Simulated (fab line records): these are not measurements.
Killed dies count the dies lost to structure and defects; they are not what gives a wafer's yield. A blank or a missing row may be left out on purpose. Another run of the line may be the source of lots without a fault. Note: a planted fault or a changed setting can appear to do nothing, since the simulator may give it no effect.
fab line records | flow n5Finfet
[record] lots = 24 wafers = 72 lastDay = 19
route steps=1938 shown BEOL_M11@1551 BEOL_M12@1619
lots that met no fault: from a run of the same line without faults
startH: hours from the record's opening day to when the first of the lot's shown wafers began | waitH: how many hours have passed since the lot's step before this one | " as in the row above | L1.1+2: one row covering several wafers at once | - no value present, or no start provided | * or withheld: withheld | < > ~ a bound
route shown NAME@n: NAME is a module with steps in the file, n the number in the route of the first one | usual: mean/standard deviation taken from wafers without a fault | same: alike in all rows | chamber/n: place in a boat | sites: per-site readings | _std_site: the standard deviation of these | _edge_site: inner sites' mean taken away from outer sites' mean | radiusMm: for every site, how far away it sits from the centre of the wafer | mask NAME#n: copy n | behind: the last tool/chamber to shape the wafer | hold: the reason the lot was held/the length of the hold in hours/how it ended | device: transistor that didn't switch, given as n, p or np | end of line: the route-end tests of the same wafers | step lacking rows: just its recipe | killed: dies that structure and defects cost at the first sort, which is not the same as the wafer's yield | map: shows each die of a wafer: x if killed, . if not, _ if none is there
set.NAME: the setting the step ran with; set.NAME@STEP: the setting that earlier step ran with | model.NAME: the simulator's own value behind a step, which no gauge read
the route's steps for a sample of lots (tables are steps, rows are wafers)
services: when a tool's chamber went out of use (startH, in hours from the record's first day, below 0 if earlier), for how many hours, and the reason
[[steps]]
[step N5_BEOL_M11_INSPECT_13]
[recipe] mode = adi inspectInstrument = brightfield
[usual] rawDefectCount = 479/110
// columns lot.wafer tool chamber startH waitH rawDefectCount
L075.3 defectInspect-02 - 242.26 0.0 352
L075.4 " - " " 440
L075.6 " - " " 289
L074.2 defectInspect-02 - 242.42 0.0 485
L074.3 " - " " 471
L074.5 " - " " 589
L078.2 defectInspect-01 - 294.06 0.0 334
L078.3 " - " " 377
L078.6 " - " " 384
L077.1 defectInspect-02 - 294.92 0.0 380
L077.2 " - " " 404
L077.5 " - " " 325
L076.1 defectInspect-02 - 301.31 0.0 483
L076.5 " - " " 327
L076.6 " - " " 453
L083.1 defectInspect-01 - 303.88 0.0 430
L083.2 " - " " 543
L083.5 " - " " 444
L080.1 defectInspect-01 - 307.88 0.0 275
L080.3 " - " " 379
L080.4 " - " " 237
L081.1 defectInspect-01 - 309.33 0.0 260
L081.2 " - " " 375
L081.4 " - " " 278
L079.1 defectInspect-01 - 318.45 0.0 416
L079.2 " - " " 580
L079.3 " - " " 636
L082.1 defectInspect-02 - 321.78 0.0 724
L082.2 " - " " 669
L082.5 " - " " 543
L084.2 defectInspect-02 - 330.53 0.0 690
L084.4 " - " " 716
L084.6 " - " " 608
L086.1 defectInspect-01 - 336.84 0.0 482
L086.2 " - " " 454
L086.4 " - " " 455
L085.3 defectInspect-01 - 340.86 0.0 488
L085.5 " - " " 465
L085.6 " - " " 564
L088.1 defectInspect-02 - 343.75 0.0 564
L088.2 " - " " 695
L088.4 " - " " 680
L087.4 defectInspect-02 - 351.40 0.0 775
L087.5 " - " " 479
L087.6 " - " " 560
L091.1 defectInspect-02 - 357.77 0.0 439
L091.3 " - " " 524
L091.6 " - " " 393
L089.1 defectInspect-02 - 370.85 0.0 348
L089.3 " - " " 491
L089.5 " - " " 419
L093.1 defectInspect-01 - 374.99 0.0 465
L093.3 " - " " 595
L093.5 " - " " 501
L090.1 defectInspect-01 - 379.05 0.0 609
L090.2 " - " " 632
L090.4 " - " " 595
L094.1 defectInspect-01 - 383.31 0.0 494
L094.2 " - " " 529
L094.5 " - " " 515
L092.3 defectInspect-02 - 385.99 0.0 415
L092.4 " - " " 509
L092.5 " - " " 606
L095.1 defectInspect-01 - 392.51 0.0 541
L095.5 " - " " 450
L095.6 " - " " 520
L096.3 defectInspect-02 - 407.25 0.0 319
L096.5 " - " " 332
L096.6 " - " " 380
L097.1 defectInspect-02 - 410.22 0.0 580
L097.3 " - " " 437
L097.5 " - " " 472
[step N5_BEOL_M11_CD_MEAS_18]
[recipe] pitchNm = 140 targetCdNm = 70
[usual] cdNm = 69.8/1
// columns lot.wafer tool chamber startH waitH cdNm
L075.3 cdSem-01 - 242.74 0.1 69.4
L075.4 " - " " 68.9
L075.6 " - " " 69.6
L074.2 cdSem-03 - 242.91 0.1 69.2
L074.3 " - " " 68.6
L074.5 " - " " 70.3
L078.2 cdSem-03 - 294.63 0.1 70.7
L078.3 " - " " 69.1
L078.6 " - " " 70.4
L077.1 cdSem-02 - 295.41 0.0 68.6
L077.2 " - " " 68.9
L077.5 " - " " 68.5
L076.1 cdSem-02 - 301.80 0.0 69.4
L076.5 " - " " 69.4
L076.6 " - " " 69.0
L083.1 cdSem-03 - 304.38 0.0 70.3
L083.2 " - " " 68.7
L083.5 " - " " 70.6
L080.1 cdSem-03 - 308.83 0.0 69.8
L080.3 " - " " 70.2
L080.4 " - " " 69.9
L081.1 cdSem-02 - 309.82 0.0 70.1
L081.2 " - " " 70.8
L081.4 " - " " 71.1
L079.1 cdSem-03 - 318.94 0.0 70.2
L079.2 " - " " 69.3
L079.3 " - " " 69.9
L082.1 cdSem-01 - 322.26 0.0 68.3
L082.2 " - " " 68.6
L082.5 " - " " 69.1
L084.2 cdSem-02 - 331.08 0.1 70.2
L084.4 " - " " 68.7
L084.6 " - " " 69.3
L086.1 cdSem-01 - 337.39 0.0 69.2
L086.2 " - " " 69.9
L086.4 " - " " 70.8
L085.3 cdSem-02 - 341.35 0.1 70.2
L085.5 " - " " 71.5
L085.6 " - " " 70.5
L088.1 cdSem-02 - 344.38 0.0 71.1
L088.2 " - " " 69.4
L088.4 " - " " 70.8
L087.4 cdSem-03 - 351.92 0.0 69.6
L087.5 " - " " 70.9
L087.6 " - " " 72.0
L091.1 cdSem-01 - 358.27 0.1 67.9
L091.3 " - " " 68.7
L091.6 " - " " 68.0
L089.1 cdSem-03 - 371.53 0.0 71.3
L089.3 " - " " 69.8
L089.5 " - " " 71.3
L093.1 cdSem-03 - 375.48 0.0 68.4
L093.3 " - " " 69.4
L093.5 " - " " 70.2
L090.1 cdSem-03 - 379.53 0.0 71.6
L090.2 " - " " 71.2
L090.4 " - " " 70.5
L094.1 cdSem-03 - 383.81 0.0 70.5
L094.2 " - " " 70.2
L094.5 " - " " 71.6
L092.3 cdSem-01 - 386.75 0.1 71.3
L092.4 " - " " 69.5
L092.5 " - " " 70.0
L095.1 cdSem-01 - 393.00 0.0 68.6
L095.5 " - " " 68.4
L095.6 " - " " 68.5
L096.3 cdSem-02 - 408.22 0.1 70.0
L096.5 " - " " 70.3
L096.6 " - " " 70.3
L097.1 cdSem-03 - 411.65 0.0 70.3
L097.3 " - " " 69.5
L097.5 " - " " 69.8
[step N5_BEOL_M11_OVL_MEAS_29]
[recipe] pointsPerWafer = 44
[usual] V10_OVL = -0.3/0.81
// columns lot.wafer tool chamber startH waitH V10_OVL[nm]
L074.2 overlay-02 0 244.38 0.0 -1.2
L074.3 " 0 " " -0.3
L074.5 " 0 " " -0.1
L075.3 overlay-02 0 244.55 0.0 -1.1
L075.4 " 0 " " 0.2
L075.6 " 0 " " 0.6
L078.2 overlay-02 0 297.23 0.0 0.7
L078.3 " 0 " " -0.6
L078.6 " 0 " " 0.5
L077.1 overlay-01 0 297.40 0.0 -0.5
L077.2 " 0 " " -0.3
L077.5 " 0 " " -1.4
L076.1 overlay-02 0 302.75 0.0 -0.6
L076.5 " 0 " " 0.1
L076.6 " 0 " " 0.3
L083.1 overlay-01 0 306.12 0.0 0.1
L083.2 " 0 " " 0.7
L083.5 " 0 " " -0.3
L080.1 overlay-01 0 311.20 0.0 -1.6
L080.3 " 0 " " -1.7
L080.4 " 0 " " -0.9
L081.1 overlay-01 0 311.38 0.0 0.1
L081.2 " 0 " " 0.5
L081.4 " 0 " " -0.3
L079.1 overlay-02 0 320.89 0.0 0.1
L079.2 " 0 " " -0.4
L079.3 " 0 " " -1.1
L082.1 overlay-02 0 322.68 0.0 -0.7
L082.2 " 0 " " 0.2
L082.5 " 0 " " -0.6
L084.2 overlay-02 0 335.24 0.0 -0.4
L084.4 " 0 " " 0.4
L084.6 " 0 " " -0.4
L086.1 overlay-01 0 338.96 0.0 -0.8
L086.2 " 0 " " -0.1
L086.4 " 0 " " 0.1
L085.3 overlay-02 0 343.10 0.0 1.0
L085.5 " 0 " " 1.1
L085.6 " 0 " " 1.1
L088.1 overlay-01 0 344.82 0.0 0.7
L088.2 " 0 " " 0.9
L088.4 " 0 " " 1.1
L087.4 overlay-01 0 352.35 0.0 1.5
L087.5 " 0 " " -2.1
L087.6 " 0 " " 0.3
L091.1 overlay-01 0 360.20 0.0 -0.8
L091.3 " 0 " " -1.4
L091.6 " 0 " " 0.2
L089.1 overlay-02 0 373.55 0.0 -0.4
L089.3 " 0 " " 0.8
L089.5 " 0 " " -0.2
L093.1 overlay-02 0 377.57 0.0 -1.1
L093.3 " 0 " " -1.0
L093.5 " 0 " " -1.3
L090.1 overlay-01 0 380.34 0.0 -1.1
L090.2 " 0 " " -0.6
L090.4 " 0 " " -0.9
L094.1 overlay-01 0 387.19 0.0 0.1
L094.2 " 0 " " 0.3
L094.5 " 0 " " 0.6
L092.3 overlay-01 0 387.24 0.0 -0.3
L092.4 " 0 " " 0.0
L092.5 " 0 " " -0.8
L095.1 overlay-01 0 393.48 0.0 -0.4
L095.5 " 0 " " -0.6
L095.6 " 0 " " -0.7
L096.3 overlay-02 0 409.80 0.0 -0.7
L096.5 " 0 " " 0.0
L096.6 " 0 " " -0.2
L097.1 overlay-01 0 414.82 0.0 -1.4
L097.3 " 0 " " -0.8
L097.5 " 0 " " -0.7
[step N5_BEOL_M11_INSPECT_30]
[recipe] mode = adi inspectInstrument = brightfield
[usual] rawDefectCount = 479/110
// columns lot.wafer tool chamber startH waitH rawDefectCount
L074.2 defectInspect-02 - 244.40 0.0 531
L074.3 " - " " 453
L074.5 " - " " 584
L075.3 defectInspect-02 - 244.57 0.0 368
L075.4 " - " " 456
L075.6 " - " " 299
L078.2 defectInspect-01 - 297.26 0.0 340
L078.3 " - " " 378
L078.6 " - " " 365
L077.1 defectInspect-01 - 297.43 0.0 374
L077.2 " - " " 432
L077.5 " - " " 338
L076.1 defectInspect-02 - 302.78 0.0 502
L076.5 " - " " 341
L076.6 " - " " 469
L083.1 defectInspect-01 - 306.15 0.0 415
L083.2 " - " " 519
L083.5 " - " " 453
L080.1 defectInspect-02 - 311.23 0.0 279
L080.3 " - " " 381
L080.4 " - " " 261
L081.1 defectInspect-01 - 311.40 0.0 253
L081.2 " - " " 356
L081.4 " - " " 278
L079.1 defectInspect-02 - 320.91 0.0 405
L079.2 " - " " 584
L079.3 " - " " 617
L082.1 defectInspect-01 - 322.70 0.0 666
L082.2 " - " " 712
L082.5 " - " " 557
L084.2 defectInspect-02 - 335.27 0.0 697
L084.4 " - " " 738
L084.6 " - " " 612
L086.1 defectInspect-01 - 338.98 0.0 492
L086.2 " - " " 431
L086.4 " - " " 473
L085.3 defectInspect-02 - 343.12 0.0 483
L085.5 " - " " 480
L085.6 " - " " 564
L088.1 defectInspect-02 - 344.84 0.0 582
L088.2 " - " " 689
L088.4 " - " " 681
L087.4 defectInspect-01 - 352.38 0.0 787
L087.5 " - " " 467
L087.6 " - " " 545
L091.1 defectInspect-01 - 360.22 0.0 435
L091.3 " - " " 493
L091.6 " - " " 435
L089.1 defectInspect-02 - 373.58 0.0 342
L089.3 " - " " 490
L089.5 " - " " 439
L093.1 defectInspect-02 - 377.59 0.0 510
L093.3 " - " " 649
L093.5 " - " " 517
L090.1 defectInspect-01 - 380.37 0.0 590
L090.2 " - " " 611
L090.4 " - " " 571
L094.1 defectInspect-01 - 387.22 0.0 477
L094.2 " - " " 547
L094.5 " - " " 543
L092.3 defectInspect-01 - 387.26 0.0 413
L092.4 " - " " 482
L092.5 " - " " 598
L095.1 defectInspect-01 - 393.51 0.0 533
L095.5 " - " " 443
L095.6 " - " " 537
L096.3 defectInspect-01 - 409.83 0.0 338
L096.5 " - " " 354
L096.6 " - " " 380
L097.1 defectInspect-01 - 414.84 0.0 574
L097.3 " - " " 414
L097.5 " - " " 475
[step N5_BEOL_M11_ALD_74]
[recipe] material = TaN targetThkA = 20 tempC = 275 aldPrecursorFamily = PDMAT aldCoReactant = NH3 pressureTorr = 3 carrierFlowSccm = 1500 pulseTimeS = 2 purgeTimeS = 3 coReactantPurgeTimeS = 2 coReactantPulseTimeS = 3 aldCycles = 40 precursorVesselTempC = 75 precursorVesselPressureTorr = 26.25 precursorVesselCarrierSccm = 1000
[usual] heaterPowerW = 401/28 mfcCarrierSccm = 1500/4.1 precursorVesselTempC = 75.01/0.1
// columns lot.wafer tool chamber startH waitH heaterPowerW mfcCarrierSccm precursorVesselTempC
L074.2 aldMetal-04 2 245.70 0.0 413 1499 75.12
L074.3 " 0 " " 408 1502 75.03
L074.5 " 2 " " 422 1499 74.93
L075.3 aldMetal-04 3 246.06 0.1 435 1497 75.04
L075.4 " 1 " " 356 1500 75.10
L075.6 " 0 " " 418 1499 74.81
L078.2 aldMetal-04 3 298.68 0.0 417 1500 74.93
L078.3 " 0 " " 401 1498 75.03
L078.6 " 2 " " 410 1496 74.97
L077.1 aldMetal-04 0 299.70 0.1 405 1498 75.12
L077.2 " 2 " " 422 1497 74.92
L077.5 " 0 " " 398 1495 74.97
L076.1 aldMetal-02 1 304.02 0.0 366 1492 75.08
L076.5 " 1 " " 369 1502 75.00
L076.6 " 2 " " 399 1492 74.93
L083.1 aldMetal-04 2 307.42 0.1 420 1498 74.88
L083.2 " 1 " " 364 1503 75.20
L083.5 " 1 " " 359 1503 75.01
L080.1 aldMetal-02 1 312.64 0.1 361 1501 75.02
L080.3 " 0 " " 411 1500 74.90
L080.4 " 2 " " 415 1498 75.06
L081.1 aldMetal-03 3 313.23 0.0 364 1489 75.05
L081.2 " 0 " " 430 1503 74.90
L081.4 " 2 " " 412 1493 75.02
L079.1 aldMetal-04 3 322.45 0.0 436 1506 75.13
L079.2 " 2 " " 412 1509 74.92
L079.3 " 0 " " 398 1497 75.07
L082.1 aldMetal-02 0 325.66 0.0 406 1495 74.96
L082.2 " 3 " " 385 1504 75.23
L082.5 " 1 " " 359 1501 75.01
L084.2 aldMetal-02 0 336.79 0.1 410 1498 75.07
L084.4 " 1 " " 368 1494 74.95
L084.6 " 3 " " 391 1497 75.14
L086.1 aldMetal-03 2 340.44 0.2 400 1505 74.95
L086.2 " 3 " " 361 1501 75.09
L086.4 " 1 " " 446 1508 75.05
L085.3 aldMetal-03 0 344.28 0.1 441 1498 75.04
L085.5 " 3 " " 366 1506 74.82
L085.6 " 2 " " 397 1499 74.99
L088.1 aldMetal-03 2 347.19 0.1 402 1500 74.95
L088.2 " 3 " " 366 1498 75.05
L088.4 " 0 " " 420 1501 75.04
L087.4 aldMetal-02 0 353.81 0.2 393 1505 75.16
L087.5 " 2 " " 400 1495 75.10
L087.6 " 3 " " 385 1498 74.81
L091.1 aldMetal-02 2 361.88 0.1 414 1506 75.12
L091.3 " 3 " " 395 1496 74.92
L091.6 " 3 " " 400 1500 74.95
L089.1 aldMetal-04 1 375.20 0.0 367 1501 75.22
L089.3 " 2 " " 416 1504 75.05
L089.5 " 2 " " 404 1502 75.04
L093.1 aldMetal-03 2 379.09 0.1 414 1510 75.11
L093.3 " 1 " " 454 1505 74.86
L093.5 " 2 " " 401 1501 75.02
L090.1 aldMetal-02 2 381.70 0.0 402 1495 74.98
L090.2 " 0 " " 386 1497 75.02
L090.4 " 3 " " 385 1506 74.96
L094.1 aldMetal-04 1 389.65 0.0 354 1501 74.97
L094.2 " 3 " " 424 1499 74.99
L094.5 " 0 " " 403 1499 75.12
L092.3 aldMetal-02 2 389.72 0.0 413 1499 75.10
L092.4 " 0 " " 397 1507 75.10
L092.5 " 2 " " 404 1501 74.99
L095.1 aldMetal-03 0 396.46 0.0 430 1494 74.87
L095.5 " 3 " " 371 1496 75.01
L095.6 " 0 " " 419 1498 74.95
L096.3 aldMetal-02 1 411.98 0.0 334 1496 74.83
L096.5 " 2 " " 395 1505 75.16
L096.6 " 3 " " 395 1495 75.00
L097.1 aldMetal-02 2 416.60 0.1 402 1497 75.07
L097.3 " 1 " " 335 1503 75.13
L097.5 " 3 " " 390 1499 75.02
[step N5_BEOL_M12_STRIP_64]
[recipe] chemistry = N2/H2 powerW = 1000 tempC = 250 h2Frac = 0.65 overashFraction = 0.3 pressureMtorr = withheld n2FlowSccm = 1750 h2FlowSccm = 3250
[usual] drypumpMotorCurrentA = 5.8/0.31 heaterPowerW = 328/27 oesProductAu = 0.715/0.0046 stripTimeToEndpointS = 31.35/0.078
// columns lot.wafer tool chamber startH waitH drypumpMotorCurrentA heaterPowerW oesProductAu rfHoursCounterH stripTimeToEndpointS
L074.2 plasmaAsher-02 1 248.99 0.0 5.5 297 0.715 74 31.39
L074.3 " 0 " " 6.0 352 0.712 - 31.43
L074.5 " 0 " " 6.1 353 0.722 - 31.29
L075.3 plasmaAsher-02 0 250.24 0.0 6.0 360 0.712 - 31.40
L075.4 " 1 " " 5.5 299 0.712 - 31.32
L075.6 " 1 " " 5.5 300 0.703 - 31.34
L078.2 plasmaAsher-02 1 301.30 0.0 5.6 296 0.711 83 31.30
L078.3 " 0 " " 6.0 364 0.712 - 31.37
L078.6 " 1 " " 5.6 298 0.716 - 31.31
L077.1 plasmaAsher-02 1 302.42 0.0 5.5 305 0.717 84 31.19
L077.2 " 0 " " 6.0 362 0.716 84 31.21
L077.5 " 1 " " 5.5 302 0.715 - 31.29
L076.1 plasmaAsher-02 0 307.38 0.0 6.1 366 0.702 85 31.36
L076.5 " 1 " " 5.5 294 0.715 - 31.32
L076.6 " 0 " " 6.1 368 0.717 - 31.39
L083.1 plasmaAsher-02 1 310.30 0.0 5.6 304 0.716 86 31.49
L083.2 " 0 " " 6.0 370 0.708 86 31.37
L083.5 " 1 " " 5.5 298 0.717 - 31.39
L080.1 plasmaAsher-01 1 315.25 0.0 5.4 339 0.722 132 31.30
L080.3 " 1 " " 5.4 343 0.715 - 31.33
L080.4 " 0 " " 6.2 302 0.714 - 31.36
L081.1 plasmaAsher-02 1 315.94 0.0 5.6 293 0.715 87 31.41
L081.2 " 0 " " 6.0 359 0.716 87 31.38
L081.4 " 1 " " 5.6 312 0.716 - 31.40
L079.1 plasmaAsher-02 1 325.62 0.0 5.5 306 0.718 88 31.42
L079.2 " 0 " " 6.0 355 0.710 88 31.46
L079.3 " 0 " " 6.1 361 0.719 - 31.44
L082.1 plasmaAsher-01 1 328.28 0.0 5.4 344 0.716 135 31.34
L082.2 " 0 " " 6.2 307 0.712 135 31.33
L082.5 " 0 " " 6.2 314 0.718 - 31.31
L084.2 plasmaAsher-01 1 340.02 0.0 5.3 335 0.706 137 31.42
L084.4 " 1 " " 5.4 346 0.716 - 31.46
L084.6 " 0 " " 6.2 310 0.712 - 31.43
L086.1 plasmaAsher-01 1 343.59 0.0 5.4 336 0.713 138 31.41
L086.2 " 0 " " 6.2 304 0.717 138 31.48
L086.4 " 0 " " 6.1 304 0.718 - 31.39
L085.3 plasmaAsher-01 0 347.34 0.0 6.2 311 0.707 - 31.28
L085.5 " 0 " " 6.2 307 0.723 - 31.30
L085.6 " 1 " " 5.4 334 0.710 - 31.29
L088.1 plasmaAsher-02 0 349.81 0.0 6.0 358 0.712 94 31.26
L088.2 " 1 " " 5.6 305 0.715 94 31.20
L088.4 " 0 " " 6.0 364 0.710 - 31.24
L087.4 plasmaAsher-02 1 357.18 0.0 5.6 294 0.719 - 31.34
L087.5 " 0 " " 6.0 360 0.708 - 31.37
L087.6 " 1 " " 5.6 307 0.712 - 31.45
L091.1 plasmaAsher-01 1 365.06 0.0 5.4 331 0.712 141 31.29
L091.3 " 1 " " 5.4 346 0.719 - 31.31
L091.6 " 0 " " 6.2 308 0.721 - 31.19
L089.1 plasmaAsher-01 1 377.79 0.0 5.3 344 0.716 143 31.21
L089.3 " 1 " " 5.4 346 0.713 - 31.24
L089.5 " 1 " " 5.3 337 0.710 - 31.26
L093.1 plasmaAsher-02 0 381.81 0.0 6.1 359 0.718 101 31.41
L093.3 " 0 " " 6.1 357 0.712 - 31.29
L093.5 " 1 " " 5.5 308 0.714 - 31.39
L090.1 plasmaAsher-02 0 384.64 0.0 6.0 355 0.715 102 31.31
L090.2 " 1 " " 5.5 297 0.718 102 31.35
L090.4 " 1 " " 5.5 297 0.714 - 31.30
L094.1 plasmaAsher-02 0 392.35 0.0 6.0 362 0.718 103 31.49
L094.2 " 1 " " 5.5 307 0.709 103 31.47
L094.5 " 1 " " 5.5 302 0.707 - 31.43
L092.3 plasmaAsher-02 0 392.66 0.0 6.0 357 0.712 - 31.27
L092.4 " 1 " " 5.6 310 0.716 - 31.24
L092.5 " 0 " " 6.0 363 0.716 - 31.21
L095.1 plasmaAsher-01 0 399.18 0.0 6.2 308 0.716 147 31.45
L095.5 " 0 " " 6.2 301 0.710 - 31.37
L095.6 " 1 " " 5.4 337 0.709 - 31.30
L096.3 plasmaAsher-02 1 414.83 0.0 5.6 298 0.716 - 31.40
L096.5 " 1 " " 5.5 311 0.717 - 31.35
L096.6 " 0 " " 6.0 364 0.713 - 31.41
L097.1 plasmaAsher-02 1 419.42 0.0 5.6 295 0.715 108 31.31
L097.3 " 1 " " 5.6 300 0.719 - 31.32
L097.5 " 0 " " 6.0 355 0.716 - 31.34
[[services]]
// columns tool chamber startH hours kind
aldMetal-02 - 243.96 2.8 pm
aldMetal-02 2 251.30 1.7 repair
plasmaAsher-02 - 254.20 5.1 pm
aldMetal-04 1 297.45 3.5 repair
aldMetal-02 - 337.39 14.0 pm
aldMetal-02 0 337.39 14.0 ventCycle
aldMetal-02 1 337.39 39.0 ventCycle
aldMetal-02 2 337.39 14.0 ventCycle
aldMetal-02 3 337.39 14.0 ventCycle
aldMetal-02 0 351.39 - clean
aldMetal-02 2 351.39 - clean
aldMetal-02 3 351.39 - clean
aldMetal-04 - 400.94 2.8 pm
plasmaAsher-02 - 404.44 3.8 repair
[[key]]
fault none
